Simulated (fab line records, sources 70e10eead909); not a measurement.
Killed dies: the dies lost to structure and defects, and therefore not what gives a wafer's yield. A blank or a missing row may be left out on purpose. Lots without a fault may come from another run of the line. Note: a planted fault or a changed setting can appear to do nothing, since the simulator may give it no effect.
Chamber matching -- flow nand-harc -- NHARC_P_GATE_STRIP_101 on rie-diel-03 has 4 sister chambers
The step strips in O2, time 20 s. 4 wafers are shown with their chamber, then 9 later ones without.

== WAFERS WITH THEIR CHAMBER ==
wafer,chamber,showerhead-plenum-p-Torr (Torr)
L926.4,3,3.66
L931.1,0,3.35
L931.2,2,3.67
L931.3,1,3.76

== WAFERS WITH NO CHAMBER GIVEN ==
wafer,showerhead-plenum-p-Torr (Torr)
L935.2,3.35
L935.4,3.66
L935.5,3.66
L937.2,3.76
L937.3,3.66
L937.6,3.66
L942.1,3.34
L942.2,3.76
L942.6,3.34

== WHICH CHAMBER EACH WENT THROUGH ==
wafer,from the rows above,in truth
L935.2,0,0
L935.4,3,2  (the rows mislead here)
L935.5,3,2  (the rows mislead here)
L937.2,1,1
L937.3,3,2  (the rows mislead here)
L937.6,3,3
L942.1,0,0
L942.2,1,1
L942.6,0,0
Correctly placed: 6 of 9. Number that these rows cannot place: 0. Wrongly placed: 3.
How it was worked out, from the rows above alone: a wafer's distance from a chamber is the root of the sum, over the readings, of the square of ((its reading less the chamber's mean) divided by the reading's scatter). The wafer belongs to the nearest chamber; if the next one is less than 2 further off, it can't be placed. For every chamber, the mean is computed from those of its wafers that are shown. The scatter: root of mean squared gap, hidden wafer to nearest shown wafer, with one shown wafer a chamber.
